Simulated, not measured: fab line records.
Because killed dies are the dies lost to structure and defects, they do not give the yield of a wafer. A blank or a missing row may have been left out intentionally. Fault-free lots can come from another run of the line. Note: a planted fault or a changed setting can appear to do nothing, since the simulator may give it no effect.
A lot that was struck, set against a sound lot / flow n5 finfet / 15 steps out of a route of 1938
Sound: wafers L955.2, L955.3, L955.4. Struck: wafer L950.2 (left out: L950.1, L950.4 of the same lot, which were not struck); the cause appears at the end.
At each step with rows: each side's tool, then ch and its chambers, then its first start. Under that, the readings that differ: sound wafers / struck wafers / difference of the means / sigmas: that difference in standard deviations of wafers without a fault.
alike: readings with means less than 2 such deviations apart, plus words and numbers identical on both sides. not compared: withheld readings, readings lacking a value on some wafer, bounds such as >300 that could conceal the same value, and numbers that have no deviation in the record and whose values overlap.
The two part at a step that has a row with sigmas, a row that says differs or no value, or rows on one side only. Numbers that have no deviation but don't overlap get no sigmas and don't part them. A reading that every wafer of one side lacks parts them only if that side has two wafers or more.

first, 7 steps without rows for these wafers: N5_BEOL_M12_COAT_22 (resist thk 300 nm); N5_BEOL_M12_EBR_24; N5_BEOL_M12_SOFTBAKE_23 (time 60 s); N5_BEOL_M12_EXPOSE_25 (exposes mask M12); N5_BEOL_M12_PEB_26 (peb time 90 s); N5_BEOL_M12_DEVELOP_27 (develop time 45 s); N5_BEOL_M12_HARDBAKE_32 (time 120 s).
N5_BEOL_M12_CD_MEAS_28 targets a cd of 160.2 nm.
  sound on cd sem-01 ch 0, day 14 12:05; struck on cd sem-03 ch 0, day 12 14:40
reading=cd nm (nm); sound=160.6 164.0 163.1; struck=156.3; difference=-6.3; sigmas=-3
N5_BEOL_M12_OVL_MEAS_29:
  sound on overlay-02 ch 0, day 14 12:07; struck on overlay-01 ch 0, day 12 14:41
reading=M12_OVL (nm); sound=-15 -11 -19; struck=0; difference=+15; sigmas=+3
N5_BEOL_M12_INSPECT_30: inspects for defects (macro).
  sound on defect inspect-02, day 14 12:08; struck on defect inspect-01, day 12 14:43
  alike: raw defect count
N5_BEOL_M12_DESCUM_33: chemistry O2, time 7.9 s.
  sound on rie diel-04 ch 0,1,3, day 14 12:24; struck on rie diel-06 ch 2, day 12 14:44
reading=rf hours counter h (h); sound=208 8 172; struck=214; difference=+85; sigmas=
  alike: bias power w, drypump motor current A, oes product au, rf vpp V, showerhead plenum p Torr, throttle valve pct
N5_BEOL_M12_ETCH_67: etches SiARC in CF4, target depth 143 nm, time 238.3 s.
  sound on rie diel-04 ch 0,1,3, day 14 12:26; struck on rie diel-06 ch 2, day 12 14:47
reading=etch rf on time s (s); sound=239 236 229; struck=250; difference=+15; sigmas=+2
reading=rf hours counter h (h); sound=208 8 172; struck=214; difference=+85; sigmas=
  alike: drypump motor current A, oes product au, rf vpp V, showerhead plenum p Torr, throttle valve pct
N5_BEOL_M12_ETCH_68: etches SOC in N2/H2, time 285 s.
  sound on rie diel-04 ch 0,1,3, day 14 12:35; struck on rie diel-06 ch 2, day 12 14:56
reading=rf hours counter h (h); sound=208 8 172; struck=214; difference=+85; sigmas=
reading=model.SiARC_of_BEOL_M12_COAT_66.thk nm (nm); sound=85.6 85.8 86.4; struck=79.4; difference=-6.5; sigmas=
  alike: drypump motor current A, oes product au, rf vpp V, showerhead plenum p Torr, throttle valve pct
then, 1 step without rows for these wafers: N5_BEOL_M12_STRIP_69 (strips in N2/H2).
N5_PASSIVATION_PROBE_49:
  sound wafers here have rows in the record (prober-02, day 15 23:38); struck ones have none

== WHERE THEY PART ==
Earliest at N5_BEOL_M12_CD_MEAS_28; latest, in this record, at N5_PASSIVATION_PROBE_49.

WHY: what had been put in by the simulator
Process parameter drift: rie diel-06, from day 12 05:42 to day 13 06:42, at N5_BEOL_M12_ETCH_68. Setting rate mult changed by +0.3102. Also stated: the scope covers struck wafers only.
